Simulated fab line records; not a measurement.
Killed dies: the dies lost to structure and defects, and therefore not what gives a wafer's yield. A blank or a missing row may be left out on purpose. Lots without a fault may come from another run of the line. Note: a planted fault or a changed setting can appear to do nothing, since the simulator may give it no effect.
Which tool was responsible? / flow n5 finfet / Sampling: 11 lots, 31 wafers, 3 of 1938 route steps

== WHAT EACH GAUGE READ, for each wafer ==
N5_PASSIVATION_OVL_MEAS_60.
lot=L996; measured=day 13 19:38; on=overlay-01; TV_OVL (nm)=-8 0 -11
lot=L997; measured=day 14 17:20; on=overlay-01; TV_OVL (nm)=2 -1 2
lot=L998; measured=day 14 18:17; on=overlay-02; TV_OVL (nm)=9 0 -2
lot=L100; measured=day 15 03:58; on=overlay-02; TV_OVL (nm)=-6 -4 1
lot=L101; measured=day 15 06:34; on=overlay-01; TV_OVL (nm)=9 3 5
lot=L104; measured=day 15 17:15; on=overlay-02; TV_OVL (nm)=4 3 -2
lot=L105; measured=day 16 02:56; on=overlay-02; TV_OVL (nm)=-6 -2 6
lot=L107; measured=day 16 18:25; on=overlay-01; TV_OVL (nm)=3
lot=L110; measured=day 17 04:59; on=overlay-02; TV_OVL (nm)=5 4 9
lot=L113; measured=day 18 22:01; on=overlay-01; TV_OVL (nm)=-1 1 -7
lot=L116; measured=day 20 16:15; on=overlay-02; TV_OVL (nm)=0 -5 -3

== WHAT TOOL EACH LOT RAN ON (gives the tool, then ch and the chambers of the sampled wafers, and finally the start) ==
lot=L996; N5_BEOL_M0_SAQP_MANDREL_ETCH_20=rie si-05 ch 0,2,3, day 5 13:51; N5_MIM_TOP_LITHO_DESCUM_10=rie diel-01 ch 2,3, day 13 16:05
lot=L997; N5_BEOL_M0_SAQP_MANDREL_ETCH_20=rie si-05 ch 0,1,3, day 6 02:34; N5_MIM_TOP_LITHO_DESCUM_10=rie diel-04 ch 0,1, day 14 12:54
lot=L998; N5_BEOL_M0_SAQP_MANDREL_ETCH_20=rie si-03 ch 1,2, day 6 04:20; N5_MIM_TOP_LITHO_DESCUM_10=rie diel-01 ch 0,1,3, day 14 15:53
lot=L100; N5_BEOL_M0_SAQP_MANDREL_ETCH_20=rie si-06 ch 0,3, day 6 08:05; N5_MIM_TOP_LITHO_DESCUM_10=rie diel-01 ch 0,1, day 15 00:50
lot=L101; N5_BEOL_M0_SAQP_MANDREL_ETCH_20=rie si-06 ch 2,3, day 6 18:58; N5_MIM_TOP_LITHO_DESCUM_10=rie diel-06 ch 1,2, day 15 00:58
lot=L104; N5_BEOL_M0_SAQP_MANDREL_ETCH_20=rie si-03 ch 1,2,3, day 8 11:43; N5_MIM_TOP_LITHO_DESCUM_10=rie diel-04 ch 0,1,3, day 15 12:42
lot=L105; N5_BEOL_M0_SAQP_MANDREL_ETCH_20=rie si-06 ch 1,3, day 8 12:04; N5_MIM_TOP_LITHO_DESCUM_10=rie diel-01 ch 1,2, day 15 23:34
lot=L107; N5_BEOL_M0_SAQP_MANDREL_ETCH_20=rie si-06 ch 0, day 10 07:04; N5_MIM_TOP_LITHO_DESCUM_10=rie diel-04 ch 3, day 16 14:14
lot=L110; N5_BEOL_M0_SAQP_MANDREL_ETCH_20=rie si-03 ch 0,1,3, day 10 07:29; N5_MIM_TOP_LITHO_DESCUM_10=rie diel-06 ch 1,3, day 17 02:56
lot=L113; N5_BEOL_M0_SAQP_MANDREL_ETCH_20=rie si-03 ch 0,3, day 11 14:26; N5_MIM_TOP_LITHO_DESCUM_10=rie diel-06 ch 1,3, day 18 19:21
lot=L116; N5_BEOL_M0_SAQP_MANDREL_ETCH_20=rie si-05 ch 0,1,3, day 13 00:05; N5_MIM_TOP_LITHO_DESCUM_10=rie diel-01 ch 1,2,3, day 20 13:50
- N5_BEOL_M0_SAQP_MANDREL_ETCH_20: etches a-Si in HBr/Cl2, stops on SiNx, target depth 60 nm, bt time 10 s, time 30 s.
- N5_MIM_TOP_LITHO_DESCUM_10: chemistry O2, time 7.9 s.

== THE ANSWER, worked out from the rows above alone ==
Rule: the usual values come from the lots themselves. Put in order of their means at a reading, lots are off if they are a third of the lots or fewer, leave a main group of 4 or more, and stand apart from it by a gap of 3 or more times the standard deviation of the main group's means; of several such gaps the widest counts. The tables above print the reading to a certain number of digits; a main group whose means all agree to those digits is not used. A lot without any number at a reading at which 4 lots or more have one is off too. All remaining lots with rows at the step are treated as sound.
Across all readings shown, no lot is off: no conclusion can be drawn from this.

== WHAT THE SIMULATOR HAD PUT IN ==
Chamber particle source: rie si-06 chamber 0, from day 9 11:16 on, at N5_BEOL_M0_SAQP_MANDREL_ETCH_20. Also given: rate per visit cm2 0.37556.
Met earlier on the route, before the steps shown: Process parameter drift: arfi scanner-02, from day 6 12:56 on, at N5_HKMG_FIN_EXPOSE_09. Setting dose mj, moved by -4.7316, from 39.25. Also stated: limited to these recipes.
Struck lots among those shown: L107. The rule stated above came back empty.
